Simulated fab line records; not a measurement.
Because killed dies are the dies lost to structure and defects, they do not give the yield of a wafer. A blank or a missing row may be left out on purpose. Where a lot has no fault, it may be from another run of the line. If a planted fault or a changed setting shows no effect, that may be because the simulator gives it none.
A single fault, viewed from 3 desks	flow n5_finfet	only its own numbers are on each desk; what lay behind them is given at the end

== THE DEFECT DESK ==
Per lot, the means of the sampled wafers with a number show what the inspections along the route counted. If a lot's mean is further than 4 standard deviations from the usual mean, the lot is out of limits and carries the mark OUT (the distance appears in the brackets).
Columns: A = raw_defect_count at N5_BEOL_M3_INSPECT_30, usual 395
lot	first seen here	A
L934	day 7 04:53	420
L943	day 9 14:34	553
L946	day 10 15:31	366
L947	day 10 19:10	452
L952	day 11 22:45	432
L956	day 13 02:34	408
Result from this desk: across the 6 lots, nothing is out of limits.

== DESK OF THE TOOL OWNER: rie_diel-04 ==
The tool's own readings at N5_BEOL_M3_VIA_ETCH_34 (etches the open film in C4F6/O2, target depth 69.4 nm, time 65.9 s): means of the sampled wafers that have a number, for each lot that ran on this tool. If a lot's mean is further than 4 standard deviations from the usual mean, the lot is out of limits and carries the mark OUT (the distance appears in the brackets).
Columns: A = drypump_motor_current_A at N5_BEOL_M3_VIA_ETCH_34, usual 5.9 A; B = oes_product_au at N5_BEOL_M3_VIA_ETCH_34, usual 0.76 a.u.; C = rf_vpp_V at N5_BEOL_M3_VIA_ETCH_34, usual 666 V; D = showerhead_plenum_p_Torr at N5_BEOL_M3_VIA_ETCH_34, usual 2.87 Torr; E = throttle_valve_pct at N5_BEOL_M3_VIA_ETCH_34, usual 30.74 %
lot	first seen here	A	B	C	D	E
L943	day 9 23:19	6.3	0.74	665	2.82	30.79
L946	day 11 01:29	5.8	0.94	668	2.91	30.73
L947	day 11 04:52	6.5	0.82	661	2.82	30.72
Result from this desk: across the 3 lots, nothing is out of limits.

== METROLOGY DESK ==
Means of the sampled wafers that have a number, per lot and without regard to the tool the lot ran on: this is what the gauges read. If a lot's mean is further than 4 standard deviations from the usual mean, the lot is out of limits and carries the mark OUT (the distance appears in the brackets). Only the readings that lie furthest out on some lot appear, 7 of the 12 it has.
Columns: A = IOFF_N at N5_BEOL_M4_RC_MEAS_101, usual 0.154 nA/um; B = IOFF_P at N5_BEOL_M4_RC_MEAS_101, usual 0.201 nA/um; C = ION_N at N5_BEOL_M4_RC_MEAS_101, usual 675 uA/um; D = ION_P at N5_BEOL_M4_RC_MEAS_101, usual 462 uA/um; E = SS_P at N5_BEOL_M4_RC_MEAS_101, usual 73.3 mV/dec; F = VT_N at N5_BEOL_M4_RC_MEAS_101, usual 250.0 mV; G = VT_P at N5_BEOL_M4_RC_MEAS_101, usual -251.3 mV
lot	first seen here	A	B	C	D	E	F	G
L934	day 7 04:47	0.147	0.189	676	458	73.4	250.8	-254.2
L943	day 9 14:28	0.131	0.185	660	453	73.2	252.9	-252.6
L946	day 10 15:25	0.150	0.182	676	456	73.1	249.1	-253.1
L947	day 10 19:05	0.189	0.231	680	466	73.7	244.7	-249.9
L952	day 11 22:39	0.137	0.181	670	462	72.4	252.6	-251.1
L956	day 13 02:29	0.144	0.168	674	459	73.4	250.4	-255.6
Result from this desk: across the 6 lots, nothing is out of limits.

== TAKEN TOGETHER ==
Nothing the defect desk looked at was out of limits.
The desk of the tool owner found nothing out of limits.
From the metrology desk's view, nothing was out of limits.

== WHAT THE SIMULATOR PUT IN ==
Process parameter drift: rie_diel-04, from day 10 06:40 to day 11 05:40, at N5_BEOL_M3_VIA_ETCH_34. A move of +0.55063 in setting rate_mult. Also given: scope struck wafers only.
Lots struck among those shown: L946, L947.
